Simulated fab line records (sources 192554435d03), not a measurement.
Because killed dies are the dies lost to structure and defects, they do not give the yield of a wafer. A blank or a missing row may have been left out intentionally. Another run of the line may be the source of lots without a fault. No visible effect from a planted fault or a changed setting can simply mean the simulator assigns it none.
One fault through the eyes of 2 desks    flow n5_finfet    only its own numbers are on each desk; what lay behind them is given at the end

== FROM THE METROLOGY DESK ==
Lot by lot, what the gauges showed, no matter which tool ran the lot: averages of those sampled wafers that carry a number. A lot is out of limits, marked OUT, if its mean lies more than 4 standard deviations from the usual mean; the brackets give that distance. Shown here are 7 of its 10 readings, the ones lying furthest out on some lot.
Columns: A = DIBL_N at N5_BEOL_M4_RC_MEAS_101, usual 36.5 mV/V; B = IOFF_N at N5_BEOL_M4_RC_MEAS_101, usual 0.16 nA/um; C = IOFF_P at N5_BEOL_M4_RC_MEAS_101, usual 0.21 nA/um; D = ION_N at N5_BEOL_M4_RC_MEAS_101, usual 672 uA/um; E = ION_P at N5_BEOL_M4_RC_MEAS_101, usual 459 uA/um; F = VT_N at N5_BEOL_M4_RC_MEAS_101, usual 250 mV; G = VT_P at N5_BEOL_M4_RC_MEAS_101, usual -250.5 mV
lot   first seen here  A     B     C     D    E    F    G
L593  day 8 14:59      33.1  0.14  0.18  668  458  252  -251.3
L595  day 8 18:32      37.0  0.14  0.19  672  461  249  -250.2
L596  day 8 21:33      35.7  0.16  0.20  676  462  249  -252.0
L597  day 9 07:25      38.9  0.21  0.26  677  460  247  -248.9
L600  day 10 07:19     37.3  0.16  0.21  672  460  250  -249.6
L602  day 10 13:35     35.7  0.15  0.19  673  458  251  -250.9
L605  day 11 17:28     38.8  0.21  0.26  686  464  245  -248.0
L606  day 11 19:24     37.0  0.18  0.22  661  452  249  -249.4
L614  day 13 09:34     38.1  0.21  0.27  692  470  244  -246.6
L613  day 13 10:04     37.5  0.16  0.22  674  456  251  -253.4
This desk found nothing out of limits on any of the 10 lots.

== THE TOOL OWNER'S DESK: cvd_co-01 ==
The tool's own readings at N5_BEOL_M2_CVD_47 (deposits Co from CCTBA/H2, target thk 3 nm, time 223.8 s): means of the sampled wafers that have a number, for each lot that ran on this tool. A lot is out of limits, marked OUT, if its mean lies more than 4 standard deviations from the usual mean; the brackets give that distance.
Columns: A = run_length_s at N5_BEOL_M2_CVD_47, usual 246.9 s
lot   first seen here  A
L593  day 7 11:16      247.2
L596  day 7 18:32      246.5
L597  day 8 00:19      246.7
L602  day 8 23:56      246.3
L605  day 10 04:43     246.5
L606  day 10 10:27     246.6
L614  day 11 20:16     173.2 (-99 or more) OUT
L613  day 11 22:38     173.1 (-99 or more) OUT
Finding of this desk: L613, L614 out of limits; the first was L614 at day 11 20:16, on run_length_s at N5_BEOL_M2_CVD_47. L593, L596, L597, L602, L605, L606 stayed within limits.

== PUT TOGETHER ==
At day 11 20:16, on L613, L614, the tool owner's desk was in a position to raise an alarm.
Metrology desk: nothing out of limits seen.
The metrology desk has L613, L614 on record, within its limits.
The lots listed all ran N5_BEOL_M2_CVD_47 on cvd_co-01.

== WHAT HAD BEEN PUT IN BY THE SIMULATOR ==
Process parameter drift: cvd_co-01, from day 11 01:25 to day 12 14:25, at N5_BEOL_M2_CVD_47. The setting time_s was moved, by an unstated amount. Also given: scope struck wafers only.
Shown lots that were struck: L613, L614.
Each desk's first reading out of limits, in hours after the fault started: the tool owner's desk, 19.
